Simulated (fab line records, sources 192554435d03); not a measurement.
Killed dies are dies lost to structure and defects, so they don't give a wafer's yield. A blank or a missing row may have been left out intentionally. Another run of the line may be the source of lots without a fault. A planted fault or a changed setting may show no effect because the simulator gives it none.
fab line records ; flow n5Finfet
record: lots: 4; wafers: 12; lastDay: 16
route steps=1938 shown WELL_APT@50 PMOS_HMC_CHANNEL_EPI@57 BEOL_M4@1111 PASSIVATION@1936
lots with no fault: from the same line, run without faults
startH: the number of hours between the record's first day and the start of the first shown wafer of the lot ; waitH: hours from the lot's prior step to this one ; " the same as in the row above ; L1.1+2: a row that stands for several wafers ; - value missing, or start not given ; * or withheld: withheld ; < > ~ a bound
route shown NAME@n: names a module that has steps shown in the file, with the first one's number in the route ; usual: mean and standard deviation over wafers with no fault ; same: alike in all rows ; chamber/n: place in a boat ; sites: readings site by site ; _std_site: how widely they spread, as a standard deviation ; _edge_site: the outer-site mean with the inner-site mean subtracted ; radiusMm: for every site, how far away it sits from the centre of the wafer ; mask NAME#n: copy n ; behind: tool/chamber where the wafer was last shaped ; hold: cause of the lot's hold/its duration in hours/its outcome ; device: transistor that didn't switch, given as n, p or np ; end of line: the same wafers' tests at the end of the route ; a step with no rows: only its recipe ; killed: at the first sort, the dies lost to defects and structure; wafer yield is something else ; map: a wafer's dies, x killed, . not, _ none there
set.NAME: the run value of the setting; set.NAME@STEP: its run value at that earlier step ; model.NAME: the simulator's own value behind a step, which no gauge read
certain route steps with their lots: each step a table, each wafer a row
services: a tool's chamber out of use, with start hour (startH, from the record's first day; less than 0 if before it), hours out, and reason
== steps ==
step: N5_WELL_APT_RTA_34
recipe: tempC: 1000; timeS: 10; ambient: N2; idleTempC: 600; rampUpCPerS: 150; rampDownCPerS: 60; coolToC: 600
step: N5_WELL_APT_OXIDE_STRIP_42
recipe: chemistry: dHF; dilution: 25:1; timeS: 45; tempC: 25; target: SiO2; targetDepthA: 120
step: N5_WELL_APT_PRECLEAN_36
recipe: chemistry: O3/DIW; timeS: 45; tempC: 22; o3Ppm: 10
step: N5_WELL_APT_PRECLEAN_39
recipe: chemistry: dHF; timeS: 60; dilution: 150:1; tempC: 25
step: N5_WELL_APT_SRD_37
recipe: dry: ipaMarangoni; doPpb: 5; timeS: 30; tempC: 23; rinseLiquid: diw
step: N5_WELL_APT_EPI_41
recipe: material: Si; targetThkA: 500; tempC: 650; precursor: SiH4/H2; pressureTorr: 20; timeS: 297.7
step: N5_PMOS_HMC_CHANNEL_EPI_HM_DEP_34
recipe: material: SiO2; targetThkA: 360; tempC: 400; precursor: TEOS/O2; pressureTorr: 6.5; rfW: 900; teosFlowSccm: 161.4; gas: O2; flowSccm: 2650; timeS: 6.9
step: N5_PMOS_HMC_CHANNEL_EPI_COAT_31
recipe: resist: BARC; tempC: 205; timeS: 60; spinRpm: 1500; resistThkNm: 66
step: N5_PMOS_HMC_CHANNEL_EPI_COAT_03
recipe: resist: CAR-ArF-block; spinRpm: 1500; resistThkNm: 205
step: N5_PMOS_HMC_CHANNEL_EPI_EBR_05
recipe: solvent: PGMEA; ebrWidthMm: 1.5
step: N5_PMOS_HMC_CHANNEL_EPI_SOFTBAKE_04
recipe: tempC: 110; timeS: 60; resist: CAR-ArF-block
step: N5_PMOS_HMC_CHANNEL_EPI_EXPOSE_06
recipe: maskId: PMOS_HMC_BLK; na: 1.35; sourceShape: conventional; sigmaOuter: 0.8; polarization: unpolarized; targetCdNm: 240; doseMj: 41
lot.wafer;tool;chamber;startH;waitH;mask
L588.2+5+6;arfiScanner-01;0;17.60;-;PMOS_HMC_BLK#0
L601.2+3+4;arfiScanner-01;0;95.56;-;PMOS_HMC_BLK#0
L602.3+4+6;arfiScanner-01;0;101.65;-;PMOS_HMC_BLK#0
L604.1+4+6;arfiScanner-02;0;112.85;-;PMOS_HMC_BLK#0
step: N5_PMOS_HMC_CHANNEL_EPI_PEB_07
recipe: pebTempC: 110; pebTimeS: 60; resist: CAR-ArF-block
step: N5_PMOS_HMC_CHANNEL_EPI_DEVELOP_08
recipe: developTimeS: 30; developer: TMAH; resist: CAR-ArF-block; devTempC: 23; rinseLiquid: diw; dry: airSpin
step: N5_PMOS_HMC_CHANNEL_EPI_CD_MEAS_09
recipe: targetCdNm: 237.4; landingEnergyEv: 500; detector: seInlens
usual: cdNm: 236.8/0.9
lot.wafer;tool;chamber;startH;waitH;cdNm
L588.2;cdSem-03;0;17.72;-;237.6
L588.5;cdSem-03;0;17.72;-;237.6
L588.6;cdSem-03;0;17.72;-;237.6
L601.2;cdSem-02;0;95.68;-;236.9
L601.3;cdSem-02;0;95.68;-;260.6
L601.4;cdSem-02;0;95.68;-;237.8
L602.3;cdSem-03;0;101.77;-;260.8
L602.4;cdSem-03;0;101.77;-;237.2
L602.6;cdSem-03;0;101.77;-;261.4
L604.1;cdSem-02;0;112.97;-;238.4
L604.4;cdSem-02;0;112.97;-;236.8
L604.6;cdSem-02;0;112.97;-;237.5
step: N5_PMOS_HMC_CHANNEL_EPI_DESCUM_14
recipe: chemistry: O2; timeS: 7.9; sourcePowerW: 50; biasPowerW: 20; pressureMtorr: 20; rfFrequencyHz: 2.712e+07; tempC: 40; resist: CAR-ArF-block; o2FlowSccm: 225
usual: drypumpMotorCurrentA: 5.9/0.42; oesProductAu: 0.78/0.07; rfVppV: 243.3/1.4; showerheadPlenumPTorr: 2.10/0.079; throttleValvePct: 20.56/0.21
same: timeS: 7.9
lot.wafer;tool;chamber;startH;waitH;drypumpMotorCurrentA;oesProductAu;rfHoursCounterH;rfVppV;showerheadPlenumPTorr;throttleValvePct;model.PMOS_HMC_CHANNEL_EPI.cdNm
L588.2;rieDiel-05;3;17.81;0.0;5.1;0.70;200;242.0;1.99;20.62;237.6
L588.5;rieDiel-05;0;17.81;0.0;6.8;0.91;-;246.3;2.22;20.17;237.6
L588.6;rieDiel-05;3;17.81;0.0;5.1;0.70;-;242.0;1.99;20.61;237.9
L601.2;rieDiel-05;1;95.83;0.1;5.4;0.80;108;243.3;2.00;20.23;236.9
L601.3;rieDiel-05;2;95.83;0.1;5.0;0.95;8;242.5;2.06;20.53;261.1
L601.4;rieDiel-05;0;95.83;0.1;6.8;0.87;69;245.3;2.21;20.21;237.7
L602.3;rieDiel-06;1;101.85;0.0;6.3;0.78;127;243.7;2.19;20.82;261.4
L602.4;rieDiel-06;3;101.85;0.0;5.9;0.88;51;242.5;2.03;20.33;237.4
L602.6;rieDiel-06;0;101.85;0.0;5.8;0.72;-;244.0;2.15;20.85;261.2
L604.1;rieDiel-03;0;113.38;0.4;5.9;0.83;78;244.2;2.15;20.66;238.2
L604.4;rieDiel-03;3;113.38;0.4;5.7;0.74;-;242.4;2.07;20.42;236.7
L604.6;rieDiel-03;0;113.38;0.4;5.9;0.83;-;243.0;2.15;20.67;237.1
step: N5_PMOS_HMC_CHANNEL_EPI_ETCH_32
recipe: chemistry: N2/H2; target: BARC; stopOn: SiO2; targetDepthA: 858; overEtchFrac: 0.3; timeS: 50.3; ionEnergyEv: 200; maskMaterial: CAR-ArF-block; pressureMtorr: 30; sourceW: 840; biasW: 150; n2FlowSccm: 200; h2FlowSccm: 200
step: N5_PMOS_HMC_CHANNEL_EPI_HM_OPEN_15
recipe: chemistry: CHF3/O2; target: SiO2; maskMaterial: CAR-ArF-block; targetDepthA: 406; CHF3_flow_sccm: 50; O2_flow_sccm: 5; Ar_flow_sccm: 200; timeS: 20.3; pressureMtorr: 30; sourceW: 650; biasW: 170; ionEnergyEv: 200
step: N5_PMOS_HMC_CHANNEL_EPI_STRIP_33
recipe: chemistry: N2/H2; powerW: 500; tempC: 40; pressureMtorr: 50; rfFrequencyHz: 6e+07; overashFraction: 0.3; biasPowerW: 8; h2Frac: 0.5; n2FlowSccm: 300; h2FlowSccm: 300
step: N5_PMOS_HMC_CHANNEL_EPI_STRIP_17
recipe: chemistry: SPM; timeS: 750; tempC: 130; h2so4H2o2VolRatio: 4; dry: ipaMarangoni
step: N5_PMOS_HMC_CHANNEL_EPI_ETCH_38
recipe: chemistry: CF4; target: SiO2; targetDepthA: 15; ionEnergyEv: 350; pressureMtorr: 10; icpW: 800; biasW: 400; cf4FlowSccm: 80
step: N5_PMOS_HMC_CHANNEL_EPI_FIN_RECESS_16
recipe: chemistry: HBr/Cl2; target: Si; maskMaterial: SiO2; targetDepthA: 540; timeS: 18; pressureMtorr: 10; icpW: 800; biasW: 75; HBr_flow_sccm: 150; Cl2_flow_sccm: 80
usual: drypumpMotorCurrentA: 5.7/0.39; mfcCl2Sccm: 80.04/0.27; oesProductAu: 0.999/0.017; throttleValvePct: 35.4/0.31
same: timeS: 18
lot.wafer;tool;chamber;startH;waitH;drypumpMotorCurrentA;mfcCl2Sccm;oesProductAu;rfHoursCounterH;throttleValvePct;model.PMOS_HMC_CHANNEL_EPI.cdNm
L588.2;rieSi-06;0;18.26;0.0;5.8;79.96;0.989;5;35.2;240.9
L588.5;rieSi-06;3;18.26;0.0;6.0;79.89;1.032;-;35.5;240.6
L588.6;rieSi-06;0;18.26;0.0;5.8;79.92;0.980;-;35.2;240.5
L601.2;rieSi-05;0;96.29;0.0;5.8;80.63;1.002;82;35.5;239.7
L601.3;rieSi-05;1;96.29;0.0;5.3;80.15;0.977;148;35.4;263.9
L601.4;rieSi-05;2;96.29;0.0;4.9;80.22;1.001;11;35.0;240.2
L602.3;rieSi-03;2;102.31;0.0;5.8;80.03;1.009;110;35.6;264.2
L602.4;rieSi-03;0;102.31;0.0;6.0;79.92;1.012;139;35.4;240.6
L602.6;rieSi-03;3;102.31;0.0;5.9;80.31;1.020;-;35.8;264
L604.1;rieSi-05;2;113.83;0.0;5.0;79.82;1.009;11;35.0;240.4
L604.4;rieSi-05;1;113.83;0.0;5.3;79.57;0.970;148;35.4;240
L604.6;rieSi-05;1;113.83;0.0;5.3;79.83;0.965;-;35.4;239.5
step: N5_PMOS_HMC_CHANNEL_EPI_PRECLEAN_36
recipe: chemistry: O3/DIW; timeS: 45; tempC: 22; o3Ppm: 10
step: N5_BEOL_M4_RC_MEAS_101
usual: DIBL_N: 36.1/1.6; DIBL_P: 35.8/2.1; IOFF_N: 0.16/0.031; IOFF_P: 0.21/0.034; ION_N: 673/12; ION_P: 461/7.2; SS_N: 71.4/0.59; SS_P: 73.3/0.63; VT_N: 250/3.1; VT_P: -250/3.3
lot.wafer;tool;chamber;startH;waitH;DIBL_N[mV/V];DIBL_P[mV/V];IOFF_N[nA/um];IOFF_P[nA/um];ION_N[uA/um];ION_P[uA/um];SS_N[mV/dec];SS_P[mV/dec];VT_N[mV];VT_P[mV]
L588.2;prober-02;0;175.40;0.2;36.0;35.0;0.16;0.20;663;453;71.8;73.5;248;-251
L588.5;prober-02;0;175.40;0.2;33.9;32.9;0.13;0.17;671;458;69.9;73.1;254;-253
L588.6;prober-02;0;175.40;0.2;35.9;35.7;0.16;0.21;672;459;71.0;73.6;248;-253
L602.3;prober-02;0;254.15;0.3;33.5;33.2;0.13;0.17;668;463;70.3;72.5;250;-252
L602.4;prober-02;0;254.15;0.3;36.6;36.0;0.18;0.20;687;461;72.0;73.0;246;-254
L602.6;prober-02;0;254.15;0.3;33.2;32.4;0.12;0.15;671;460;70.5;72.3;253;-254
L601.2;prober-01;0;255.70;0.2;34.0;33.6;0.12;0.19;673;459;71.1;72.6;253;-250
L601.3;prober-01;0;255.70;0.2;35.0;33.9;0.13;0.18;673;460;70.8;73.0;252;-254
L601.4;prober-01;0;255.70;0.2;35.4;35.4;0.14;0.22;673;466;71.7;73.9;251;-248
L604.1;prober-01;0;274.64;0.0;38.7;38.6;0.18;0.21;669;453;72.0;73.8;247;-253
L604.4;prober-01;0;274.64;0.0;36.3;36.3;0.14;0.18;663;455;71.1;73.9;249;-255
L604.6;prober-01;0;274.64;0.0;37.9;38.0;0.17;0.21;671;453;71.6;73.8;249;-254
step: N5_PASSIVATION_PROBE_49
usual: defectLimitedYield: 91.0/1.5; killed_at_M0_to_M3: 35/11; killed_at_M4_up: 13/6; killedAtContacts: 14/6.5; killedAtFrontEnd: 40/12; killedAtOther: 4/3.4; killedDies: 106/18; killedOpen: 68/14; killedShort: 35/7.7; sort_bin_5_function: 5.2/0.98; sort_bin_6_memory: 3.4/0.72; sortNPass: 1074/18; sortYieldPct: 91.0/1.5
same: grossDies: 1180; killedAtBackSide: 0; sort_bin_4_leakage[%]: 0; sort_bin_8_speed[%]: 0
lot.wafer;tool;chamber;startH;waitH;defectLimitedYield[%];killed_at_M0_to_M3;killed_at_M4_up;killedAtContacts;killedAtFrontEnd;killedAtOther;killedDies;killedOpen;killedShort;sort_bin_5_function[%];sort_bin_6_memory[%];sortNPass;sortYieldPct[%]
L602.3;prober-01;-;366.62;0.1;91.5;44;9;17;28;2;100;68;26;4.8;3.2;1080;91.5
L602.6;prober-01;-;366.77;0.3;90.3;35;9;23;46;2;115;61;42;5.1;2.9;1065;90.3
L601.3;prober-02;-;366.67;0.1;90.3;35;20;15;40;5;115;66;39;6.1;2.7;1065;90.3
killed by level:class
L602.3 MOL_CONTACT_COAG:geometricParticle:open=14 BEOL_M0_SAQP:geometricParticle:open=12 BEOL_M1:geometricParticle:open=12 BEOL_M0:geometricParticle:open=8 FIN_SAQP:geometricParticle:short=6 FIN_SAQP:geometricParticle:open=5 BEOL_M0_SAQP:geometricParticle:short=5 PMOS_HMC_CHANNEL_EPI:areaExpose=5
L601.3 MOL_CONTACT_COAG:geometricParticle:open=13 BEOL_M0_SAQP:geometricParticle:open=8 BEOL_M4:geometricParticle:open=8 PMOS_HMC_CHANNEL_EPI:areaExpose=8 BEOL_M0_SAQP:geometricParticle:short=7 GATE_CUT:geometricParticle:short=6 FIN_SAQP:geometricParticle:open=5 BEOL_M2:geometricParticle:open=5
L602.6 MOL_CONTACT_COAG:geometricParticle:open=15 BEOL_M0_SAQP:geometricParticle:short=14 MOL_CONTACT_COAG:geometricParticle:short=8 BEOL_M0_SAQP:geometricParticle:open=8 PMOS_HMC_CHANNEL_EPI:areaExpose=7 BEOL_M2:geometricParticle:open=6 FIN_SAQP:geometricParticle:short=5 FIN_SAQP:geometricParticle:open=5
== services ==
tool;chamber;startH;hours;kind
arfiScanner-02;-;-1.98;4.9;pm
rieSi-06;-;0.03;0.5;repair
rieDiel-03;1;2.83;1.8;repair
rieDiel-06;3;7.12;14.0;repair
arfiScanner-02;-;20.21;3.9;pm
rieSi-06;2;20.91;8.1;repair
rieDiel-05;0;28.35;1.7;repair
arfiScanner-01;-;31.30;4.9;pm
rieDiel-05;1;44.15;5.6;repair
arfiScanner-01;-;46.25;0.4;repair
rieSi-03;-;48.79;2.8;pm
arfiScanner-01;-;50.51;0.8;pm
arfiScanner-02;-;55.67;1.0;pm
arfiScanner-01;-;60.54;1.3;pm
rieSi-03;2;61.71;5.8;repair
rieDiel-05;0;62.71;3.0;repair
arfiScanner-01;-;64.28;1.0;pm
rieSi-05;1;65.71;22.7;repair
arfiScanner-02;-;67.08;0.8;pm
arfiScanner-01;-;67.73;1.9;repair
rieDiel-06;1;79.24;2.5;repair
rieDiel-06;3;91.35;10.4;repair
arfiScanner-01;-;100.86;0.7;repair
rieSi-06;-;101.37;0.1;repair
== key ==
firstSign: step: N5_PMOS_HMC_CHANNEL_EPI_CD_MEAS_09; reading: cdNm; direction: up; sigmas: 27; usual: 236.8; struck: 260.9
effect none on later readings
modelEffect: step: N5_PMOS_HMC_CHANNEL_EPI_DESCUM_14; value: PMOS_HMC_CHANNEL_EPI.cdNm; without: 236.9; struck: 261.2
modelEffect: step: N5_PMOS_HMC_CHANNEL_EPI_FIN_RECESS_16; value: PMOS_HMC_CHANNEL_EPI.cdNm; without: 239.6; struck: 264
metAt N5_PMOS_HMC_CHANNEL_EPI_EXPOSE_06
struckWafers L601.3,L602.3,L602.6
onsetBetween 17.60 95.56
fault: kind: processParameterDrift; tool: arfiScanner-01; chamber: -; onsetH: 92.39; steps: N5_PMOS_HMC_CHANNEL_EPI_EXPOSE_06; channel: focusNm; offset: 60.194; shape: step; endH: 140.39; scope: struckWafersOnly
